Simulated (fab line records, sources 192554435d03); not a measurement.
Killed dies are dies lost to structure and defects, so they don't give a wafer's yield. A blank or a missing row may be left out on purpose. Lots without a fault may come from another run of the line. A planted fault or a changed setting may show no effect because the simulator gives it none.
Problem report in the 8D (eight disciplines) form, filled by code | flow n5_finfet | the parts of the form that need people (team, actions taken, sign-off) are left out

1. THE PROBLEM
head_pressure_psi at N5_HKMG_FIN_CMP_94 reads a mean of 4.319 psi on 6 wafers of 2 lots; wafers without a fault read 4.000 psi with a standard deviation of 0.0083. That is +38 standard deviations from the usual mean.
The step: polishes, stops on SiNx, t overpolish 4.7 s, target thk 43.299 nm.
First seen on wafer L116.4, day 8 18:55, on cmp-01. The record holds 27 wafers of 9 lots with a number at this step. Rule for "out", or "out of limits": more than 4 standard deviations from the usual mean. The other wafers with a number count as sound.

2. WHAT IT IS AND WHAT IT IS NOT
question                    | is                     | is not
which readings at this step | head_pressure_psi      | motor_current_A
which lots                  | L116, L119             | L104, L107, L108, L109, L120, L121, L998
which wafers of those lots  | all that have a number | -
read on which tools         | cmp-01                 | cmp-02, cmp-03
when                        | from day 8 18:55       | up to then (15 sound wafers); but 6 sound wafers of L120, L121 came after

3. SUSPECTS, AND WHAT RULES EACH OUT
Counting: a tool at a process step up to the reading stays a suspect if it ran every lot that is out and no sound lot after the first of them.
- rie_diel-01 at N5_HKMG_FIN_ETCH_86 (etches SOC in N2/H2, stops on TiN, target depth 393.2 nm): kept. It ran every lot that is out, first L116 (day 8 15:56), and no sound lot after that; its last sound lot up to then is L108 (day 6 18:38).
- cmp-01 at N5_HKMG_FIN_CMP_94 (polishes, stops on SiNx, t overpolish 4.7 s, target thk 43.299 nm): kept. It ran every lot that is out, first L116 (day 8 18:55), and no sound lot after that; its last sound lot up to then is L108 (day 6 21:28). Its own readings are out on those wafers: head_pressure_psi.
Left after counting: rie_diel-01 at N5_HKMG_FIN_ETCH_86, cmp-01 at N5_HKMG_FIN_CMP_94.

4. THE CAUSE (what the simulator had put in)
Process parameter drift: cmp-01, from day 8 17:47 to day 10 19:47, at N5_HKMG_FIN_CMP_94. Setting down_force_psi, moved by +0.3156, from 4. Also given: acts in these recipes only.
Counting left 2 suspects, and this tool is among them.

5. THE CHAIN OF EFFECTS, in route order
Each row: a reading whose mean over the struck wafers that have a number lies more than 3 standard deviations from the usual. Only readings for which the record gives a usual standard deviation are gone through. hours: the time from each lot's start at the first step in this table that gives one to its start at this step, as a median over the lots. sigmas: the change in usual standard deviations.
hours | step               | reading           | usual     | on struck wafers | change | sigmas
0     | N5_HKMG_FIN_CMP_94 | head_pressure_psi | 4.000 psi | 4.319            | +0.319 | +38
The process steps in it:
- N5_HKMG_FIN_CMP_94: polishes, stops on SiNx, t overpolish 4.7 s, target thk 43.299 nm.
Later measuring or inspecting steps at which every struck wafer that the step has a row for has a number for every such reading, and none has moved that far: N5_BEOL_M4_RC_MEAS_101.

6. WHAT WOULD HAVE CAUGHT IT SOONER
In this record the first reading out of limits was taken at day 8 18:55, 1 hour after the fault began at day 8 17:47.
